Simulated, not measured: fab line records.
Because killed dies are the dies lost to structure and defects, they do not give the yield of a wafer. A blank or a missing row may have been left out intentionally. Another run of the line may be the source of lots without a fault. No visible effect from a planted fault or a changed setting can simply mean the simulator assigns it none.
Which tool did it?	flow nand-harc	42 wafers from 14 lots sampled at 2 of the route's 1159 steps

## WHAT THE GAUGES SHOWED, per wafer
NHARC_THIN_TSV_CD_MEAS_16.
lot	measured	on	cd-nm (nm)
L555	day 18 19:23	cd-sem-01	997.8 997.7 1001.6
L557	day 18 20:43	cd-sem-03	998.1 996.5 999.2
L554	day 18 21:52	cd-sem-02	1001.8 998.8 998.8
L556	day 19 03:32	cd-sem-03	1000.0 1002.9 999.2
L559	day 19 16:29	cd-sem-02	998.8 997.8 1002.2
L564	day 21 01:01	cd-sem-03	1001.8 1002.4 999.8
L568	day 21 13:01	cd-sem-01	999.8 1000.0 999.7
L566	day 21 20:16	cd-sem-01	1002.7 1001.8 1001.5
L569	day 22 14:26	cd-sem-01	998.9 999.8 999.7
L573	day 23 02:23	cd-sem-03	1002.2 999.5 1000.5
L572	day 23 09:07	cd-sem-03	1000.4 999.4 1000.8
L576	day 24 16:35	cd-sem-01	1002.1 1000.0 1000.1
L575	day 24 17:49	cd-sem-01	1001.8 998.8 1001.7
L577	day 25 02:31	cd-sem-02	996.6 999.4 1000.3

## WHICH TOOL RAN EACH LOT (tool, then ch and the chambers of the sampled wafers, then the start)
lot	NHARC_THIN_TSV_DESCUM_14
L555	rie-diel-12 ch 1,2,3, day 18 18:35
L557	rie-diel-11 ch 1,2,3, day 18 19:55
L554	rie-diel-12 ch 0,1,3, day 18 21:04
L556	rie-diel-06 ch 0,1,2, day 19 02:43
L559	rie-diel-06 ch 0,1, day 19 15:41
L564	rie-diel-06 ch 0,1, day 21 00:13
L568	rie-diel-11 ch 0,1,3, day 21 12:14
L566	rie-diel-06 ch 0,2,3, day 21 19:28
L569	rie-diel-12 ch 2,3, day 22 13:30
L573	rie-diel-06 ch 0,1, day 23 01:34
L572	rie-diel-11 ch 1,2,3, day 23 08:20
L576	rie-diel-11 ch 2,3, day 24 15:47
L575	rie-diel-06 ch 0,1, day 24 17:01
L577	rie-diel-06 ch 0,3, day 25 01:43
- NHARC_THIN_TSV_DESCUM_14: chemistry O2, time 3 s.

## AS READ BY THE TOOLS THEMSELVES (means over the sampled wafers that have a number; for cases with no such wafer, the mark the record gives instead)
NHARC_THIN_TSV_DESCUM_14.
lot	tool	chamber-pressure-mTorr (mTorr)	drypump-motor-current-A (A)	o2-flow-sccm (sccm)	oes-product-au (a.u.)	rf-vpp-V (V)	showerhead-plenum-p-Torr (Torr)	throttle-valve-pct (%)
L555	rie-diel-12	60.02	5.3	200.1	0.998	57.7	1.91	11.312
L557	rie-diel-11	60.02	5.9	200.4	1.000	57.2	1.92	11.304
L554	rie-diel-12	60.00	5.3	199.4	0.997	57.8	1.83	11.320
L556	rie-diel-06	60.05	5.6	200.1	1.012	57.7	1.87	11.316
L559	rie-diel-06	59.97	5.1	200.5	1.000	56.5	1.80	11.306
L564	rie-diel-06	60.03	5.4	199.4	1.000	57.9	1.81	11.299
L568	rie-diel-11	60.03	5.9	201.0	1.002	57.6	1.95	11.317
L566	rie-diel-06	60.00	5.5	199.7	1.015	58.3	1.88	11.307
L569	rie-diel-12	60.01	5.6	200.1	1.005	58.1	1.96	11.314
L573	rie-diel-06	60.02	5.1	199.9	1.009	56.4	1.80	11.302
L572	rie-diel-11	60.00	5.9	199.9	1.001	57.6	1.92	11.313
L576	rie-diel-11	60.02	5.7	200.1	1.008	58.4	1.96	11.306
L575	rie-diel-06	60.02	5.4	200.5	1.005	56.9	1.81	11.311
L577	rie-diel-06	59.93	5.2	200.0	1.002	57.4	1.84	11.317

## THE ANSWER, worked out from the rows above alone
Rule: usual is defined by the lots themselves. Put in order of their means at a reading, lots are off if they are a third of the lots or fewer, leave a main group of 4 or more, and stand apart from it by a gap of 3 or more times the standard deviation of the main group's means; of several such gaps the widest counts. A main group is skipped when, at the precision printed for the reading in the tables above, its means are all equal. Also off: a lot with no number at a reading for which 4 or more lots have one. All remaining lots with rows at the step are treated as sound. Order of review: gauges by route order, followed by the tools' own readings, for which a lot's mean as printed above is used. At the first step where some lot is off, the reading lying furthest off is the one used; lots without a number count as furthest.
Nothing can be told from this: no lot is off at any reading shown.

## WHAT HAD BEEN PUT IN BY THE SIMULATOR
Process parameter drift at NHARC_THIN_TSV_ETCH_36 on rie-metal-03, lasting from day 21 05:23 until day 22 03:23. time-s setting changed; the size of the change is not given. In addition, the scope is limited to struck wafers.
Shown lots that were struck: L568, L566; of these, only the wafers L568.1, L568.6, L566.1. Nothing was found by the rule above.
